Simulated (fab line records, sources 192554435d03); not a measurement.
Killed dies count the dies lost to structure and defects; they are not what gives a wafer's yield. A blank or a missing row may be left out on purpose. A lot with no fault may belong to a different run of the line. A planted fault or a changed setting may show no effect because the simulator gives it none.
Which tool was responsible? | flow n5Finfet | at 1 step of a route of 1938, 12 lots with 36 wafers sampled

== WHAT THE GAUGES SHOWED, per wafer ==
N5_DUMMY_GATE_THK_MEAS_05.
lot  | measured    | on           | thkNm (nm)
L075 | day 3 01:10 | filmMetro-02 | 71.3 72.0 71.8
L077 | day 3 12:11 | filmMetro-02 | 70.7 71.6 72.6
L079 | day 3 21:54 | filmMetro-02 | 69.7 70.7 68.7
L081 | day 4 10:49 | filmMetro-01 | 71.4 71.6 70.4
L083 | day 5 03:45 | filmMetro-02 | 71.8 73.5 71.4
L085 | day 5 15:49 | filmMetro-01 | 74.0 71.0 72.9
L087 | day 5 23:16 | filmMetro-01 | 74.5 71.6 71.1
L089 | day 6 12:20 | filmMetro-02 | 71.3 74.3 71.6
L091 | day 6 22:40 | filmMetro-01 | 69.9 73.7 71.1
L093 | day 7 12:23 | filmMetro-02 | 70.8 71.3 71.0
L095 | day 7 23:03 | filmMetro-02 | 72.0 71.6 70.9
L097 | day 8 10:49 | filmMetro-01 | 72.9 72.6 73.0

== WHAT TOOL EACH LOT RAN ON (gives the tool, then ch and the chambers of the sampled wafers, and finally the start) ==
No process step before these readings appears in the record.

== THE ANSWER, worked out from the rows above alone ==
Rule: what is usual is taken from the lots themselves. Put in order of their means at a reading, lots are off if they are a third of the lots or fewer, leave a main group of 4 or more, and stand apart from it by a gap of 3 or more times the standard deviation of the main group's means; of several such gaps the widest counts. Not used: any main group whose means are identical at the precision the tables above print for the reading. Also off: a lot with no number at a reading for which 4 or more lots have one. All remaining lots with rows at the step are treated as sound.
Nothing can be told from this: no lot is off at any reading shown.

== WHAT WAS PUT IN BY THE SIMULATOR ==
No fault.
